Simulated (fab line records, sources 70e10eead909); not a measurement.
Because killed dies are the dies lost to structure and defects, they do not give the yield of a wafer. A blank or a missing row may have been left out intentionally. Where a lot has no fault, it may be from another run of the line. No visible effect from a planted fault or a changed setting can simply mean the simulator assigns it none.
Struck lot and sound lot, side by side ; flow nandHarc ; 14 steps out of a route of 1302
Sound: the wafers L988.1, L988.4, L988.5. Struck: wafer L101.3. (L101.4, L101.5 of the same lot were not struck and are left out.) The cause comes at the end.
Order at every step that has rows: each side's tool, ch and its chambers, its first start. Under that, the readings that differ: sound wafers ; struck wafers ; difference of the means ; sigmas: that difference in standard deviations of wafers without a fault.
alike: words and numbers the same on both sides, and readings whose means are apart by under 2 such deviations; not compared: readings that were withheld, readings missing a value for some wafer, numbers with overlapping values and no deviation given by the record, and bounds like >300 which may hide the same value.
Wherever a step has rows on one side only, a row that says differs or no value, or a row with sigmas, the two part there. When numbers do not overlap yet have no deviation, they are printed without sigmas and do not part them. A reading that every wafer of one side lacks parts them only if that side has two wafers or more.

first, 3 steps without rows for these wafers: NHARC_THIN_TSV_EXPOSE_09 (exposes mask TSV); NHARC_THIN_TSV_PEB_10 (peb time 85 s); NHARC_THIN_TSV_DEVELOP_11 (time 70 s).
NHARC_THIN_TSV_CD_MEAS_12: the cd target is 1000 nm.
  sound on cdSem-02 ch 0, day 27 02:44; struck on cdSem-02 ch 0, day 32 02:33
  alike: cdNm
then, 1 step without rows for these wafers: NHARC_THIN_TSV_HARDBAKE_13 (time 80 s).
NHARC_THIN_TSV_DESCUM_14: chemistry O2, time 3 s.
  sound on rieDiel-03 ch 0,1,2, day 27 02:55; struck on rieDiel-07 ch 1, day 32 02:43
  alike: drypumpMotorCurrentA, mfcArSccm, oesProductAu, rfVppV, showerheadPlenumPTorr, throttleValvePct
  not compared: rfHoursCounterH
then, 1 step without rows for these wafers: NHARC_THIN_TSV_ETCH_44 (etches the open film in CF4/O2, target depth 1594.2 nm, time 797.1 s).
NHARC_THIN_TSV_ETCH_15: target depth 3000 nm, bosch target overetch cycles 2, bosch etch step 2.8 s.
  sound on rieSi-01 ch 0,1, day 27 03:34; struck on rieSi-03 ch 3, day 32 03:22
  alike: drypumpMotorCurrentA
  not compared: rfHoursCounterH
NHARC_THIN_TSV_CD_MEAS_16:
  struck on cdSem-01, day 32 03:30; sound on cdSem-03, day 27 03:44
  alike: cdNm
NHARC_THIN_TSV_STRIP_45: strips in O2.
  sound on plasmaAsher-02 ch 0, day 27 03:51; struck on plasmaAsher-01 ch 0, day 32 03:40
  alike: drypumpMotorCurrentA, heaterPowerW
  not compared: rfHoursCounterH
then, 1 step without rows for these wafers: NHARC_THIN_TSV_STRIP_46 (strips in post etch residue remover, time 1200 s).
NHARC_THIN_TSV_DEP_47: deposits SiO2, target thk 200 nm.
  sound on pecvd-01 ch 0,2, day 27 04:35; struck on pecvd-04 ch 0, day 32 04:28
reading;sound;struck;difference;sigmas
throttleValvePct (%);16.0 16.9 16.0;15.1;-1.2;-2
  alike: rfFwdPowerW
NHARC_THIN_TSV_ETCHBACK_48: etches the open film in C4F8/Ar, target depth 1028.5 nm, time 405.17 s.
  sound on rieDiel-03 ch 1,3, day 27 05:02; struck on rieDiel-03 ch 0, day 32 04:46
reading;sound;struck;difference;sigmas
oesProductAu (a.u.);0.923 0.945 0.916;0.775;-0.153;-6
  alike: rfFwdPowerW, rfVppV
  not compared: rfHoursCounterH
NHARC_THIN_TSV_STRIP_62: strips in N2/H2, time 20 s.
  sound on plasmaAsher-01 ch 1, day 27 05:23; struck on plasmaAsher-02 ch 0, day 32 05:28
reading;sound;struck;difference;sigmas
heaterPowerW (W);327 331 333;299;-31;-2
  alike: drypumpMotorCurrentA
  not compared: rfHoursCounterH

== WHERE THEY PART ==
Last at NHARC_THIN_TSV_STRIP_62 as far as this record goes, first at NHARC_THIN_TSV_DEP_47.

WHY: whatever the simulator had introduced
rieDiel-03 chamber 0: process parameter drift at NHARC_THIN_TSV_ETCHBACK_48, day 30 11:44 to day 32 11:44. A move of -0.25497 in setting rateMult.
